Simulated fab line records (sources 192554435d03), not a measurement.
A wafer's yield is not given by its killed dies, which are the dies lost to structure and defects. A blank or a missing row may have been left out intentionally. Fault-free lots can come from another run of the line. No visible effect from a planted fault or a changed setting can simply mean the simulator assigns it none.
Chamber matching :: flow n5-finfet :: N5_BEOL_M11_ETCH_61 on rie-diel-04 has 4 sister chambers
The step etches SiARC in CF4, target depth 39 nm, time 65 s. 16 wafers are shown with their chamber, then 8 later ones without.

EACH WAFER AND ITS CHAMBER
wafer: L074.1
chamber: 2
showerhead-plenum-p-Torr (Torr): 2.05
drypump-motor-current-A (A): 5.7
etch-rf-on-time-s (s): 65.7

wafer: L074.5
chamber: 2
showerhead-plenum-p-Torr (Torr): 2.05
drypump-motor-current-A (A): 5.7
etch-rf-on-time-s (s): 66.0

wafer: L074.6
chamber: 1
showerhead-plenum-p-Torr (Torr): 2.10
drypump-motor-current-A (A): 5.0
etch-rf-on-time-s (s): 69.9

wafer: L077.1
chamber: 1
showerhead-plenum-p-Torr (Torr): 2.10
drypump-motor-current-A (A): 5.0
etch-rf-on-time-s (s): 71.0

wafer: L077.4
chamber: 3
showerhead-plenum-p-Torr (Torr): 2.21
drypump-motor-current-A (A): 5.4
etch-rf-on-time-s (s): 65.3

wafer: L077.5
chamber: 2
showerhead-plenum-p-Torr (Torr): 2.05
drypump-motor-current-A (A): 5.8
etch-rf-on-time-s (s): 65.7

wafer: L078.1
chamber: 3
showerhead-plenum-p-Torr (Torr): 2.21
drypump-motor-current-A (A): 5.4
etch-rf-on-time-s (s): 64.0

wafer: L078.3
chamber: 1
showerhead-plenum-p-Torr (Torr): 2.10
drypump-motor-current-A (A): 5.0
etch-rf-on-time-s (s): 70.2

wafer: L078.5
chamber: 2
showerhead-plenum-p-Torr (Torr): 2.05
drypump-motor-current-A (A): 5.7
etch-rf-on-time-s (s): 65.1

wafer: L080.3
chamber: 1
showerhead-plenum-p-Torr (Torr): 2.10
drypump-motor-current-A (A): 5.0
etch-rf-on-time-s (s): 67.2

wafer: L080.5
chamber: 0
showerhead-plenum-p-Torr (Torr): 2.10
drypump-motor-current-A (A): 5.7
etch-rf-on-time-s (s): 68.0

wafer: L080.6
chamber: 1
showerhead-plenum-p-Torr (Torr): 2.10
drypump-motor-current-A (A): 5.0
etch-rf-on-time-s (s): 66.9

wafer: L083.1
chamber: 1
showerhead-plenum-p-Torr (Torr): 2.10
drypump-motor-current-A (A): 5.0
etch-rf-on-time-s (s): 68.9

wafer: L083.2
chamber: 3
showerhead-plenum-p-Torr (Torr): 2.21
drypump-motor-current-A (A): 5.4
etch-rf-on-time-s (s): 64.8

wafer: L083.3
chamber: 2
showerhead-plenum-p-Torr (Torr): 2.04
drypump-motor-current-A (A): 5.7
etch-rf-on-time-s (s): 66.6

wafer: L087.1
chamber: 1
showerhead-plenum-p-Torr (Torr): 2.09
drypump-motor-current-A (A): 5.0
etch-rf-on-time-s (s): 67.6

SIGNATURES (averages over the wafers above)
reading: showerhead-plenum-p-Torr
chamber 0: 2.1000
chamber 1: 2.0986
chamber 2: 2.0480
chamber 3: 2.2100
scatter within a chamber: 0.00372

reading: drypump-motor-current-A
chamber 0: 5.700
chamber 1: 5.000
chamber 2: 5.720
chamber 3: 5.400
scatter within a chamber: 0.0258

reading: etch-rf-on-time-s
chamber 0: 68.000
chamber 1: 68.814
chamber 2: 65.820
chamber 3: 64.700
scatter within a chamber: 1.21
Rule: for each reading, subtract the chamber's mean from the wafer's reading, divide by that reading's scatter and square the result; add these up over the readings and take the root, which gives the wafer's distance from the chamber. If the next closest chamber is less than 2 further off than the closest, the wafer can't be placed; otherwise it belongs to the closest. The scatter: the root of (the sum of the squares of (reading less its chamber's mean) over the shown wafers, divided by (wafers less chambers)).

WAFERS WHOSE CHAMBER IS MISSING
wafer: L087.2
showerhead-plenum-p-Torr (Torr): 2.21
drypump-motor-current-A (A): 5.4
etch-rf-on-time-s (s): 64.5

wafer: L087.5
showerhead-plenum-p-Torr (Torr): 2.10
drypump-motor-current-A (A): 5.7
etch-rf-on-time-s (s): 68.3

wafer: L095.1
showerhead-plenum-p-Torr (Torr): 2.09
drypump-motor-current-A (A): 5.0
etch-rf-on-time-s (s): 67.3

wafer: L095.4
showerhead-plenum-p-Torr (Torr): 2.09
drypump-motor-current-A (A): 5.6
etch-rf-on-time-s (s): 68.2

wafer: L095.6
showerhead-plenum-p-Torr (Torr): 2.04
drypump-motor-current-A (A): 5.7
etch-rf-on-time-s (s): 66.3

wafer: L097.1
showerhead-plenum-p-Torr (Torr): 2.04
drypump-motor-current-A (A): 5.7
etch-rf-on-time-s (s): 66.8

wafer: L097.3
showerhead-plenum-p-Torr (Torr): 2.08
drypump-motor-current-A (A): 5.0
etch-rf-on-time-s (s): 67.7

wafer: L097.6
showerhead-plenum-p-Torr (Torr): 2.08
drypump-motor-current-A (A): 5.0
etch-rf-on-time-s (s): 67.8

EACH ONE'S CHAMBER
wafer: L087.2
from the rows above: 3
in truth: 3

wafer: L087.5
from the rows above: 0
in truth: 0

wafer: L095.1
from the rows above: 1
in truth: 1

wafer: L095.4
from the rows above: 0
in truth: 0

wafer: L095.6
from the rows above: 2
in truth: 2

wafer: L097.1
from the rows above: 2
in truth: 2

wafer: L097.3
from the rows above: 1
in truth: 1

wafer: L097.6
from the rows above: 1
in truth: 1
Placed correctly: 8 of 8. From these rows, 0 cannot be placed. Wrongly placed: 0.
